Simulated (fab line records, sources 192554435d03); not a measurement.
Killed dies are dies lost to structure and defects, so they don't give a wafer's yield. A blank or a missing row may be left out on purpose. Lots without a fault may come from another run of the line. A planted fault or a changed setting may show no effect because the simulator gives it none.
A struck lot beside a sound one | flow n5_finfet | 34 steps out of a route of 1938
Sound: wafers L308.2, L308.4, L308.6. Struck: wafers L313.1, L313.4, L313.6. The cause comes at the end.
At each step with rows: each side's tool, then ch and its chambers, then its first start. Under that, the readings that differ: sound wafers | struck wafers | difference of the means | sigmas: that difference in standard deviations of wafers without a fault.
alike: readings whose means differ by less than 2 such deviations, and words and numbers that are the same on both sides. not compared: withheld readings, readings that some wafer has no value for, bounds like >300 that may hide the same value, and numbers for which the record gives no deviation and whose values overlap.
The two part at a step that has a row with sigmas, a row that says differs or no value, or rows on one side only. Numbers that don't overlap but have no deviation are shown without sigmas and don't part them. A reading that every wafer of one side lacks parts them only if that side has two wafers or more.

first, 9 steps without rows for these wafers: N5_SD_EPI_P_DEVELOP_08 (develop time 30 s); N5_SD_EPI_P_DESCUM_14 (chemistry O2, time 7.9 s); N5_SD_EPI_P_ETCH_36 (etches SiARC in CF4, target depth 45.5 nm, time 75.8 s); N5_SD_EPI_P_ETCH_37 (etches SOC in N2/H2, overetch 108 nm, time 486 s); N5_SD_EPI_P_STRIP_38 (strips in N2/H2); N5_SD_EPI_P_ETCHBACK_46 (etches SiNx in CH3F/O2, stops on SiO2, target depth 17.5 nm); N5_SD_EPI_P_ETCH_47 (etches SiOCN in CH3F/O2, target depth 25 nm); N5_SD_EPI_P_ETCH_16 (etches SiO2 in CHF3/O2, target depth 5 nm); N5_SD_EPI_P_STRIP_50 (strips in CHF3/O2).
N5_SD_EPI_P_SD_RECESS_17: chemistry HBr/Cl2/O2, target depth 39.1 nm, bt time 3 s.
  sound on rie_si-01 ch 0,3, day 4 00:43; struck on rie_si-01 ch 0,1,3, day 5 10:55
  no value came back on the struck wafers for any of 6 readings (HBr_flow_sccm (sccm), O2_flow_sccm (sccm) and others); on the sound wafers HBr_flow_sccm (sccm) reads 150.0 150.1 149.7
  not compared: rf_hours_counter_h
then, 22 steps without rows for these wafers: N5_SD_EPI_P_WET_ETCH_45 (etches SiO2 in dHF, time 10.7 s, target depth 2 nm, rinse time 30 s); N5_SD_EPI_P_STRIP_40 (strips in N2/H2); N5_SD_EPI_P_PRECLEAN_52 (cleans in O3/DIW, time 60 s); N5_SD_EPI_P_SRD_20 (time 30 s); N5_SD_EPI_P_PRECLEAN_51 (cleans in NF3:NH3, afs cycles 1, time 20 s, sublimation time 60 s); N5_SD_EPI_P_VAPOR_ETCH_44 (etches SiGe30 in NF3/Ar, time 3.3 s); N5_SD_EPI_P_EPI_21 (deposits SiGe:B, time 355 s); N5_SD_EPI_P_HM_STRIP_48 (strips SiNx in H3PO4, material SiNx, target depth 3 nm); N5_SD_EPI_P_SRD_49 (time 30 s); N5_SD_EPI_P_PRECLEAN_24 (cleans in O3/DIW, time 45 s); N5_SD_EPI_P_PRECLEAN_32 (cleans in dHF, time 10 s); N5_SD_EPI_P_PRECLEAN_33 (cleans in SC2, time 45 s); N5_SD_EPI_P_SRD_25 (time 30 s); N5_SD_ACTIVATION_RTA_00 (time 0 s); N5_SD_ACTIVATION_LSA_01 (time 0.0008 s); N5_ILD0_LINER_00 (material SiNx, target thk 4 nm, pulse time 1 s, purge time 2 s); N5_ILD0_FCVD_FILL_01 (material SiO2 flowable, target thk 200 nm, time 328.3 s); N5_ILD0_CURE_02 (time 1800 s); N5_ILD0_CMP_03 (polishes, stops on SiNx, t overpolish 1.9 s, target thk 197.38 nm); N5_ILD0_CMP_07 (polishes SiO2 flowable, stops on poly-Si, t overpolish 1.18 s, target thk 138.88 nm); N5_ILD0_PRECLEAN_10 (cleans in NF3:NH3, afs cycles 5, time 20 s, sublimation time 60 s); N5_ILD0_ALD_15 (deposits SiNx, target thk 24 nm, pulse time 1 s, ald cycles 480).
-- the record jumps here: 4 days lie between the struck wafers' starts before and after (it left off in module ILD0 and takes up again in module BEOL_M4, whose first step shown is number 1111 of the route) --
N5_BEOL_M4_RC_MEAS_101:
  sound on prober-02 ch 0, day 9 00:23; struck on prober-02 ch 0, day 9 19:02
  reading            | sound             | struck            | difference | sigmas
  CJ_P               | 5.36 5.73 6.09    | 2.03 2.02 2.04    | -3.70      | -21
  DIBL_P (mV/V)      | 35.3 34.7 36.9    | 27.4 27.0 26.9    | -8.5       | -4
  IOFF_P (nA/um)     | 0.19 0.18 0.22    | 0.02 0.02 0.02    | -0.18      | -5
  IOFF_P_85C (nA/um) | 3.4 3.3 3.8       | 0.6 0.6 0.6       | -2.9       | -5
  IOFF_P_LIN (nA/um) | 0.095 0.091 0.104 | 0.014 0.015 0.014 | -0.082     | -6
  ION_P (uA/um)      | 461 449 461       | 180 181 179       | -277       | -36
  REXT_P (ohm.um)    | 102.3 102.3 100.6 | 153.0 150.7 152.1 | +50.2      | +19
  VT_P (mV)          | -251 -253 -249    | -305 -302 -305    | -53        | -14
  VT_P_LVT (mV)      | -103 -103 -101    | -154 -155 -154    | -52        | -16
  alike: DIBL_N, IOFF_N, ION_N, SS_N, SS_P, VT_N
-- the record jumps here: 5 days lie between the struck wafers' starts before and after (it left off in module BEOL_M4 and takes up again in module PASSIVATION, whose first step shown is number 1936 of the route) --
N5_PASSIVATION_PROBE_49:
  sound on prober-02, day 13 15:51; struck on prober-02, day 14 07:21
  reading              | sound          | struck            | difference | sigmas
  killed_at_front_end  | 25 19 41       | 31 71 53          | +23        | +2
  sort_bin_8_speed (%) | 0 0 0          | 91.69 87.54 91.02 | +90.08     | +99 or more
  sort_n_pass          | 1092 1111 1067 | 0 0 0             | -1090      | -64
  sort_yield_pct (%)   | 92.5 94.2 90.4 | 0 0 0             | -92        | -62
  alike: defect_limited_yield, killed_at_M0_to_M3, killed_at_M4_up, killed_at_contacts, killed_at_other, killed_dies, killed_open, killed_short, sort_bin_5_function, sort_bin_6_memory

WHERE THEY PART
First at N5_SD_EPI_P_SD_RECESS_17; last, within this record, at N5_PASSIVATION_PROBE_49.

WHY: what the simulator had put in
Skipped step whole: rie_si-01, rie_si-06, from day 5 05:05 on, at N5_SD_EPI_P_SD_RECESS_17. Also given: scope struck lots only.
